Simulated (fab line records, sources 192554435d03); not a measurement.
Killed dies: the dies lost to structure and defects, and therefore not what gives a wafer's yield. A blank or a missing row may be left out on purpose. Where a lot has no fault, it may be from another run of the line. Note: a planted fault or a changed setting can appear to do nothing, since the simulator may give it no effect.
Matching of chambers / flow n5-finfet / 4 sister chambers for N5_MOL_CONTACT_COAG_ETCH_90 on rie-diel-01
The step etches SiARC in CF4, target depth 13 nm, time 21.7 s. 4 wafers are shown with their chamber, then 9 later ones without.

== WAFERS PAIRED WITH THEIR CHAMBERS ==
wafer=L081.4; chamber=1; throttle-valve-pct (%)=15.5
wafer=L084.1; chamber=0; throttle-valve-pct (%)=15.9
wafer=L087.2; chamber=2; throttle-valve-pct (%)=16.0
wafer=L087.5; chamber=3; throttle-valve-pct (%)=15.1

== WAFERS WHOSE CHAMBER IS MISSING ==
wafer=L088.1; throttle-valve-pct (%)=16.0
wafer=L088.3; throttle-valve-pct (%)=15.1
wafer=L088.6; throttle-valve-pct (%)=16.0
wafer=L092.1; throttle-valve-pct (%)=15.2
wafer=L092.2; throttle-valve-pct (%)=16.0
wafer=L092.6; throttle-valve-pct (%)=15.2
wafer=L094.1; throttle-valve-pct (%)=16.0
wafer=L094.2; throttle-valve-pct (%)=16.0
wafer=L094.5; throttle-valve-pct (%)=15.6

== WHICH CHAMBER EACH ONE RAN IN ==
wafer=L088.1; from the rows above=can't be placed: 2 or 0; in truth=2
wafer=L088.3; from the rows above=3; in truth=3
wafer=L088.6; from the rows above=can't be placed: 2 or 0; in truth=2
wafer=L092.1; from the rows above=3; in truth=3
wafer=L092.2; from the rows above=can't be placed: 2 or 0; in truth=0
wafer=L092.6; from the rows above=3; in truth=3
wafer=L094.1; from the rows above=can't be placed: 2 or 0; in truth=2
wafer=L094.2; from the rows above=can't be placed: 2 or 0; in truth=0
wafer=L094.5; from the rows above=1; in truth=1
Correct placement for 4 of the 9. Not placeable from these rows: 5 (in 5, the candidates include the true chamber). 0 placed wrongly.
How it was worked out, from the rows above alone: a wafer's distance from a chamber is the root of the sum, over the readings, of the square of ((its reading less the chamber's mean) divided by the reading's scatter). If the next closest chamber is less than 2 further off than the closest, the wafer can't be placed; otherwise it belongs to the closest. The mean given for a chamber averages the wafers shown for that chamber. The scatter: root of mean squared gap, hidden wafer to nearest shown wafer, with one shown wafer a chamber.
